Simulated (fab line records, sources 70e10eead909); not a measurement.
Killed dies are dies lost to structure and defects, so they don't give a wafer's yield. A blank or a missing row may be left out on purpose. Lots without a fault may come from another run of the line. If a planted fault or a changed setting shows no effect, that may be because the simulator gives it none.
fab line records + flow nand_harc
record:
- lots: 7
- wafers: 21
- last_day: 33
route steps=1302 shown A_SOURCE_PLATE@423 A_ONON_D1@424
lots with no fault: from the same line, run without faults
start_h: the number of hours between the record's first day and the start of the first shown wafer of the lot + wait_h: hours from the lot's prior step to this one + " the same as in the row above + L1.1+2: a single row standing in for several wafers + - no value present, or no start provided + * or withheld: withheld + < > ~ a bound
route shown NAME@n: NAME is a module with steps in the file, n the number in the route of the first one + usual: mean and standard deviation over wafers with no fault + same: alike in all rows + chamber/n: place in a boat + sites: readings site by site + _std_site: the standard deviation of these + _edge_site: mean of outer sites minus mean of inner sites + radius_mm: for every site, how far away it sits from the centre of the wafer + mask NAME#n: copy n + behind: tool/chamber where the wafer was last shaped + hold: why the lot went on hold/how many hours it stayed there/how the hold came to an end + device: names the non-switching transistor (n, p or np) + end of line: the route-end tests of the same wafers + a step given without rows: its recipe and nothing more + killed: dies that structure and defects cost at the first sort, which is not the same as the wafer's yield + map: a wafer's dies, x killed, . not, _ none there
set.NAME: the run value of the setting; set.NAME@STEP: its run value at that earlier step + model.NAME: the simulator's own value behind a step, which no gauge read
certain route steps with their lots: each step a table, each wafer a row
services: from which hour (start_h, from the record's first day; less than 0 if before it) a tool's chamber was out of use, for how many hours, and why
== steps ==
step: NHARC_A_SOURCE_PLATE_INSPECT_08
usual:
- raw_defect_count: 60/20
| lot.wafer | tool              | chamber | start_h | wait_h | raw_defect_count |
|-----------|-------------------|---------|---------|--------|------------------|
| L251.2    | defect_inspect-02 | -       | 215.41  | 0.0    | 55               |
| L251.5    | "                 | -       | "       | "      | 47               |
| L251.6    | "                 | -       | "       | "      | 64               |
| L254.2    | defect_inspect-02 | -       | 238.07  | 0.0    | 40               |
| L254.3    | "                 | -       | "       | "      | 34               |
| L254.6    | "                 | -       | "       | "      | 45               |
| L261.1    | defect_inspect-01 | -       | 327.09  | 0.0    | 54               |
| L261.2    | "                 | -       | "       | "      | 54               |
| L261.4    | "                 | -       | "       | "      | 76               |
| L262.3    | defect_inspect-02 | -       | 327.09  | 0.0    | 42               |
| L262.4    | "                 | -       | "       | "      | 77               |
| L262.5    | "                 | -       | "       | "      | 72               |
| L263.1    | defect_inspect-02 | -       | 333.52  | 0.0    | 82               |
| L263.3    | "                 | -       | "       | "      | 81               |
| L263.6    | "                 | -       | "       | "      | 42               |
| L268.3    | defect_inspect-02 | -       | 374.12  | 0.0    | 104              |
| L268.4    | "                 | -       | "       | "      | 68               |
| L268.5    | "                 | -       | "       | "      | 65               |
| L267.4    | defect_inspect-02 | -       | 374.13  | 0.0    | 73               |
| L267.5    | "                 | -       | "       | "      | 65               |
| L267.6    | "                 | -       | "       | "      | 51               |
step: NHARC_A_ONON_D1_DEP_00
recipe:
- target_thk_a: 10000
- n2_flow_sccm: 2750
- n2o_flow_sccm: 2000
- nh3_flow_sccm: 500
- sih4_flow_sccm: 210
- temp_c: 400
step: NHARC_A_ONON_D1_THK_MEAS_02
recipe:
- thk_meas_gauge: ellipsometry
usual:
- thk_nm: 998/9.3
| lot.wafer | tool          | chamber | start_h | wait_h | thk_nm |
|-----------|---------------|---------|---------|--------|--------|
| L251.2    | film_metro-01 | -       | 215.99  | -      | 989    |
| L251.5    | "             | -       | "       | "      | 986    |
| L251.6    | "             | -       | "       | "      | 987    |
| L254.2    | film_metro-02 | -       | 238.64  | -      | 986    |
| L254.3    | "             | -       | "       | "      | 984    |
| L254.6    | "             | -       | "       | "      | 987    |
| L262.3    | film_metro-02 | -       | 327.66  | -      | 1006   |
| L262.4    | "             | -       | "       | "      | 1006   |
| L262.5    | "             | -       | "       | "      | 1005   |
| L261.1    | film_metro-01 | -       | 327.67  | -      | 1007   |
| L261.2    | "             | -       | "       | "      | 1008   |
| L261.4    | "             | -       | "       | "      | 1008   |
| L263.1    | film_metro-02 | -       | 334.09  | -      | 993    |
| L263.3    | "             | -       | "       | "      | 993    |
| L263.6    | "             | -       | "       | "      | 994    |
| L267.4    | film_metro-01 | -       | 374.70  | -      | 995    |
| L267.5    | "             | -       | "       | "      | 993    |
| L267.6    | "             | -       | "       | "      | 993    |
| L268.3    | film_metro-01 | -       | 374.70  | -      | 1015   |
| L268.4    | "             | -       | "       | "      | 1017   |
| L268.5    | "             | -       | "       | "      | 1016   |
step: NHARC_A_ONON_D1_DEP_03
recipe:
- target_thk_a: 10000
- n2_flow_sccm: 2750
- n2o_flow_sccm: 2000
- nh3_flow_sccm: 500
- sih4_flow_sccm: 210
- temp_c: 400
step: NHARC_A_ONON_D1_THK_MEAS_05
recipe:
- thk_meas_gauge: ellipsometry
usual:
- thk_nm: 999/9.4
| lot.wafer | tool          | chamber | start_h | wait_h | thk_nm |
|-----------|---------------|---------|---------|--------|--------|
| L251.2    | film_metro-01 | -       | 216.55  | -      | 993    |
| L251.5    | "             | -       | "       | "      | 994    |
| L251.6    | "             | -       | "       | "      | 998    |
| L254.2    | film_metro-02 | -       | 239.21  | -      | 1005   |
| L254.3    | "             | -       | "       | "      | 1005   |
| L254.6    | "             | -       | "       | "      | 1005   |
| L261.1    | film_metro-01 | -       | 328.23  | -      | 1005   |
| L261.2    | "             | -       | "       | "      | 1005   |
| L261.4    | "             | -       | "       | "      | 1006   |
| L262.3    | film_metro-02 | -       | 328.24  | -      | 995    |
| L262.4    | "             | -       | "       | "      | 994    |
| L262.5    | "             | -       | "       | "      | 994    |
| L263.1    | film_metro-02 | -       | 334.65  | -      | 998    |
| L263.3    | "             | -       | "       | "      | 999    |
| L263.6    | "             | -       | "       | "      | 998    |
| L267.4    | film_metro-01 | -       | 375.26  | -      | 990    |
| L267.5    | "             | -       | "       | "      | 990    |
| L267.6    | "             | -       | "       | "      | 990    |
| L268.3    | film_metro-01 | -       | 375.28  | -      | 989    |
| L268.4    | "             | -       | "       | "      | 989    |
| L268.5    | "             | -       | "       | "      | 991    |
step: NHARC_A_ONON_D1_DEP_06
recipe:
- target_thk_a: 10000
- n2_flow_sccm: 2750
- n2o_flow_sccm: 2000
- nh3_flow_sccm: 500
- sih4_flow_sccm: 210
- temp_c: 400
step: NHARC_A_ONON_D1_THK_MEAS_08
recipe:
- thk_meas_gauge: ellipsometry
usual:
- thk_nm: 1002/12
| lot.wafer | tool          | chamber | start_h | wait_h | thk_nm |
|-----------|---------------|---------|---------|--------|--------|
| L251.2    | film_metro-02 | -       | 217.12  | -      | 1020   |
| L251.5    | "             | -       | "       | "      | 1020   |
| L251.6    | "             | -       | "       | "      | 1020   |
| L254.2    | film_metro-01 | -       | 239.78  | -      | 986    |
| L254.3    | "             | -       | "       | "      | 987    |
| L254.6    | "             | -       | "       | "      | 987    |
| L261.1    | film_metro-01 | -       | 328.80  | -      | 1002   |
| L261.2    | "             | -       | "       | "      | 1004   |
| L261.4    | "             | -       | "       | "      | 1003   |
| L262.3    | film_metro-02 | -       | 328.82  | -      | 989    |
| L262.4    | "             | -       | "       | "      | 986    |
| L262.5    | "             | -       | "       | "      | 987    |
| L263.1    | film_metro-02 | -       | 335.22  | -      | 995    |
| L263.3    | "             | -       | "       | "      | 993    |
| L263.6    | "             | -       | "       | "      | 994    |
| L267.4    | film_metro-01 | -       | 375.83  | -      | 1009   |
| L267.5    | "             | -       | "       | "      | 1008   |
| L267.6    | "             | -       | "       | "      | 1006   |
| L268.3    | film_metro-01 | -       | 375.85  | -      | 1006   |
| L268.4    | "             | -       | "       | "      | 1006   |
| L268.5    | "             | -       | "       | "      | 1008   |
step: NHARC_A_ONON_D1_DEP_09
recipe:
- target_thk_a: 10000
- n2_flow_sccm: 2750
- n2o_flow_sccm: 2000
- nh3_flow_sccm: 500
- sih4_flow_sccm: 210
- temp_c: 400
step: NHARC_A_ONON_D1_THK_MEAS_11
recipe:
- thk_meas_gauge: ellipsometry
usual:
- thk_nm: 998/9.2
| lot.wafer | tool          | chamber | start_h | wait_h | thk_nm |
|-----------|---------------|---------|---------|--------|--------|
| L251.2    | film_metro-01 | -       | 217.69  | -      | 1004   |
| L251.5    | "             | -       | "       | "      | 1003   |
| L251.6    | "             | -       | "       | "      | 1001   |
| L254.2    | film_metro-01 | -       | 240.34  | -      | 1018   |
| L254.3    | "             | -       | "       | "      | 1016   |
| L254.6    | "             | -       | "       | "      | 1015   |
| L261.1    | film_metro-01 | -       | 329.36  | -      | 993    |
| L261.2    | "             | -       | "       | "      | 991    |
| L261.4    | "             | -       | "       | "      | 992    |
| L262.3    | film_metro-02 | -       | 329.39  | -      | 994    |
| L262.4    | "             | -       | "       | "      | 996    |
| L262.5    | "             | -       | "       | "      | 994    |
| L263.1    | film_metro-01 | -       | 335.79  | -      | 985    |
| L263.3    | "             | -       | "       | "      | 986    |
| L263.6    | "             | -       | "       | "      | 986    |
| L267.4    | film_metro-01 | -       | 376.40  | -      | 999    |
| L267.5    | "             | -       | "       | "      | 1000   |
| L267.6    | "             | -       | "       | "      | 998    |
| L268.3    | film_metro-01 | -       | 376.41  | -      | 989    |
| L268.4    | "             | -       | "       | "      | 989    |
| L268.5    | "             | -       | "       | "      | 990    |
step: NHARC_A_ONON_D1_DEP_12
recipe:
- target_thk_a: 10000
- n2_flow_sccm: 2750
- n2o_flow_sccm: 2000
- nh3_flow_sccm: 500
- sih4_flow_sccm: 210
- temp_c: 400
step: NHARC_A_ONON_D1_THK_MEAS_14
recipe:
- thk_meas_gauge: ellipsometry
usual:
- thk_nm: 998/8.2
| lot.wafer | tool          | chamber | start_h | wait_h | thk_nm |
|-----------|---------------|---------|---------|--------|--------|
| L251.2    | film_metro-01 | -       | 218.26  | -      | 998    |
| L251.5    | "             | -       | "       | "      | 999    |
| L251.6    | "             | -       | "       | "      | 999    |
| L254.2    | film_metro-02 | -       | 240.91  | -      | 997    |
| L254.3    | "             | -       | "       | "      | 998    |
| L254.6    | "             | -       | "       | "      | 997    |
| L261.1    | film_metro-02 | -       | 329.93  | -      | 1001   |
| L261.2    | "             | -       | "       | "      | 999    |
| L261.4    | "             | -       | "       | "      | 1000   |
| L262.3    | film_metro-01 | -       | 329.96  | -      | 1011   |
| L262.4    | "             | -       | "       | "      | 1010   |
| L262.5    | "             | -       | "       | "      | 1011   |
| L263.1    | film_metro-02 | -       | 336.35  | -      | 997    |
| L263.3    | "             | -       | "       | "      | 996    |
| L263.6    | "             | -       | "       | "      | 996    |
| L267.4    | film_metro-01 | -       | 376.97  | -      | 995    |
| L267.5    | "             | -       | "       | "      | 995    |
| L267.6    | "             | -       | "       | "      | 993    |
| L268.3    | film_metro-01 | -       | 376.98  | -      | 996    |
| L268.4    | "             | -       | "       | "      | 998    |
| L268.5    | "             | -       | "       | "      | 997    |
step: NHARC_A_ONON_D1_ANNEAL_15
recipe:
- temp_c: 750
- time_s: 3600
usual:
- run_length_s: 3633/8.6
- spike_tc_bottom_C: 769.2/2.4
- spike_tc_centre_C: 749.9/1.1
- zone_power_bottom_pct: 17.1/1.4
- zone_power_upper_pct: 12.2/1.1
| lot.wafer | tool       | chamber | start_h | wait_h | run_length_s | spike_tc_bottom_C | spike_tc_centre_C | zone_power_bottom_pct | zone_power_upper_pct |
|-----------|------------|---------|---------|--------|--------------|-------------------|-------------------|-----------------------|----------------------|
| L251.2    | furnace-02 | 0       | 221.65  | 3.4    | 3645         | 770.9             | 749.5             | 16.0                  | 11.5                 |
| L251.5    | "          | 0       | "       | "      | 3645         | 769.6             | 751.2             | 15.6                  | 11.7                 |
| L251.6    | "          | 0       | "       | "      | 3645         | 771.1             | 750.3             | 15.9                  | 11.7                 |
| L254.2    | furnace-02 | 0       | 248.40  | 7.5    | 3637         | 771.2             | 748.8             | 15.8                  | 11.6                 |
| L254.3    | "          | 0       | "       | "      | 3637         | 769.8             | 751.5             | 15.6                  | 11.6                 |
| L254.6    | "          | 0       | "       | "      | 3637         | 770.3             | 747.6             | 15.8                  | 11.6                 |
| L261.1    | furnace-02 | -       | 334.14  | 4.2    | -            | -                 | -                 | -                     | -                    |
| L261.2    | "          | -       | "       | "      | -            | -                 | -                 | -                     | -                    |
| L261.4    | "          | -       | "       | "      | -            | -                 | -                 | -                     | -                    |
| L262.3    | furnace-02 | -       | 334.14  | 4.2    | -            | -                 | -                 | -                     | -                    |
| L262.4    | "          | -       | "       | "      | -            | -                 | -                 | -                     | -                    |
| L262.5    | "          | -       | "       | "      | -            | -                 | -                 | -                     | -                    |
| L263.1    | furnace-01 | -       | 341.17  | 4.8    | -            | -                 | -                 | -                     | -                    |
| L263.3    | "          | -       | "       | "      | -            | -                 | -                 | -                     | -                    |
| L263.6    | "          | -       | "       | "      | -            | -                 | -                 | -                     | -                    |
| L267.4    | furnace-01 | 0       | 380.15  | 3.2    | 3618         | 772.1             | 751.5             | 19.7                  | 14.3                 |
| L267.5    | "          | 0       | "       | "      | 3618         | 772.2             | 747.8             | 19.7                  | 14.2                 |
| L267.6    | "          | 0       | "       | "      | 3618         | 771.9             | 749.9             | 19.5                  | 14.5                 |
| L268.3    | furnace-01 | 0       | 380.15  | 3.2    | 3619         | 772.3             | 748.6             | 19.9                  | 14.3                 |
| L268.4    | "          | 0       | "       | "      | 3619         | 769.2             | 750.8             | 19.5                  | 14.4                 |
| L268.5    | "          | 0       | "       | "      | 3619         | 770.9             | 751.5             | 19.4                  | 14.6                 |
== services ==
| tool       | chamber | start_h | hours | kind |
|------------|---------|---------|-------|------|
| furnace-01 | -       | 206.25  | 26.0  | pm   |
== key ==
first_sign:
- step: NHARC_A_ONON_D1_ANNEAL_15
- reading: tool_record
- direction: missing
effect none on later readings
met_at NHARC_A_ONON_D1_ANNEAL_15
struck_wafers L261.1,L261.2,L261.4,L262.3,L262.4,L262.5,L263.1,L263.3,L263.6
later_rows_left_out L261.1,L261.2,L261.4,L262.3,L262.4,L262.5,L263.1,L263.3,L263.6
sort_left_out L261.1,L261.2,L261.4,L262.3,L262.4,L262.5,L263.1,L263.3,L263.6
tester_left_out L261,L262,L263
onset_between 248.40 334.14
fault:
- kind: skipped_step_whole
- tool: furnace-01,furnace-02
- chamber: -
- onset_h: 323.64
- steps: NHARC_A_ONON_D1_ANNEAL_15
- scope: struck_lots_only
tester_left_out: of these lots the tester's yield and bins aren't shown, on N5 and GAA mostly nor the transistor test; their killed dies are dies lost to structure and defects alone, not to doping, threshold or leakage, so they don't give the yield
sort_left_out: the simulated sort isn't trusted on such a fault, so these wafers' sort isn't shown, and their yield isn't known
later_rows_left_out: the simulator's readings of these wafers behind a module that went badly wrong aren't trusted and aren't shown, but for the sort
